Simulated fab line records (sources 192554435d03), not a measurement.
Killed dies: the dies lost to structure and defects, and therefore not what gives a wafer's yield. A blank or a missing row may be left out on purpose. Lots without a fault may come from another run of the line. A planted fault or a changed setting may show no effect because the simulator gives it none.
Matching of chambers ; flow n5 finfet ; 4 sister chambers for N5_BEOL_M7_STRIP_36 on rie diel-06
The step strips in N2/H2. 4 wafers are shown with their chamber, then 7 later ones without.

## EACH WAFER AND ITS CHAMBER
wafer;chamber;showerhead plenum p Torr (Torr)
L081.2;3;2.32
L087.3;0;2.47
L085.1;2;2.59
L085.4;1;2.58

## WAFERS MISSING THEIR CHAMBER
wafer;showerhead plenum p Torr (Torr)
L085.5;2.31
L090.1;2.46
L090.4;2.31
L090.5;2.46
L094.1;2.46
L094.4;2.31
L094.6;2.46

## CHAMBER TAKEN BY EACH
wafer;from the rows above;in truth
L085.5;3;3
L090.1;0;0
L090.4;3;3
L090.5;0;0
L094.1;0;0
L094.4;3;3
L094.6;0;0
7 of 7 placed correctly. From these rows, 0 cannot be placed. Number placed wrongly: 0.
How it was worked out, from the rows above alone: a wafer's distance from a chamber is the root of the sum, over the readings, of the square of ((its reading less the chamber's mean) divided by the reading's scatter). The wafer belongs to the nearest chamber; if the next one is less than 2 further off, it can't be placed. For every chamber, the mean is computed from those of its wafers that are shown. The scatter (one wafer shown for each chamber): square how far every hidden wafer sits from the nearest shown wafer, average those squares and take the square root.
